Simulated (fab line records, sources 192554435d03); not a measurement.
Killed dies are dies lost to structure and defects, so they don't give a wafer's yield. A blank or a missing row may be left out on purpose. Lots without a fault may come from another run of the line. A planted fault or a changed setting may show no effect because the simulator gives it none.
Chamber matching | flow n5_finfet | N5_BEOL_M7_DESCUM_16 on rie_diel-06: 4 sister chambers
The step chemistry O2, time 7.9 s. 18 wafers are shown with their chamber, then 9 later ones without.

WAFERS WITH THEIR CHAMBER
wafer  | chamber | drypump_motor_current_A (A) | throttle_valve_pct (%) | showerhead_plenum_p_Torr (Torr)
L074.3 | 3       | 5.81                        | 20.81                  | 2.09
L074.4 | 0       | 5.80                        | 20.66                  | 2.20
L074.5 | 3       | 5.79                        | 20.82                  | 2.09
L077.1 | 0       | 5.77                        | 20.68                  | 2.20
L077.2 | 3       | 5.79                        | 20.82                  | 2.08
L077.5 | 3       | 5.78                        | 20.83                  | 2.08
L080.1 | 3       | 5.79                        | 20.84                  | 2.08
L080.3 | 0       | 5.78                        | 20.69                  | 2.20
L080.5 | 2       | 6.03                        | 20.62                  | 2.09
L084.2 | 1       | 6.44                        | 20.13                  | 2.11
L084.3 | 2       | 6.04                        | 20.63                  | 2.08
L084.6 | 3       | 5.77                        | 20.84                  | 2.08
L088.1 | 0       | 5.77                        | 20.69                  | 2.19
L088.3 | 3       | 5.77                        | 20.87                  | 2.08
L088.6 | 1       | 6.50                        | 20.14                  | 2.11
L090.2 | 1       | 6.49                        | 20.15                  | 2.11
L090.5 | 0       | 5.78                        | 20.72                  | 2.19
L090.6 | 3       | 5.77                        | 20.88                  | 2.07

SIGNATURES (means of the wafers above)
reading                  | chamber 0 | chamber 1 | chamber 2 | chamber 3 | scatter within a chamber
drypump_motor_current_A  | 5.7800    | 6.4767    | 6.0350    | 5.7837    | 0.0171
throttle_valve_pct       | 20.6880   | 20.1400   | 20.6250   | 20.8388   | 0.0214
showerhead_plenum_p_Torr | 2.1960    | 2.1100    | 2.0850    | 2.0812    | 0.00572
Rule: a wafer's distance from a chamber is the root of the sum, over the readings, of the square of ((its reading less the chamber's mean) divided by the reading's scatter). The wafer belongs to the nearest chamber; if the next one is less than 2 further off, it can't be placed. The scatter: the root of (the sum of the squares of (reading less its chamber's mean) over the shown wafers, divided by (wafers less chambers)).

WAFERS WITHOUT THEIR CHAMBER
wafer  | drypump_motor_current_A (A) | throttle_valve_pct (%) | showerhead_plenum_p_Torr (Torr)
L091.4 | 6.45                        | 20.14                  | 2.11
L091.5 | 6.49                        | 20.15                  | 2.11
L091.6 | 6.01                        | 20.66                  | 2.08
L096.3 | 5.78                        | 20.73                  | 2.18
L096.5 | 6.48                        | 20.17                  | 2.11
L096.6 | 6.00                        | 20.66                  | 2.07
L097.1 | 5.79                        | 20.73                  | 2.18
L097.2 | 6.01                        | 20.69                  | 2.07
L097.6 | 6.02                        | 20.70                  | 2.07

WHICH CHAMBER EACH WENT THROUGH
wafer  | from the rows above | in truth
L091.4 | 1                   | 1
L091.5 | 1                   | 1
L091.6 | 2                   | 2
L096.3 | 0                   | 0
L096.5 | 1                   | 1
L096.6 | 2                   | 2
L097.1 | 0                   | 0
L097.2 | 2                   | 2
L097.6 | 2                   | 2
Placed correctly: 9 of 9. Can't be placed from these rows: 0. Placed wrongly: 0.
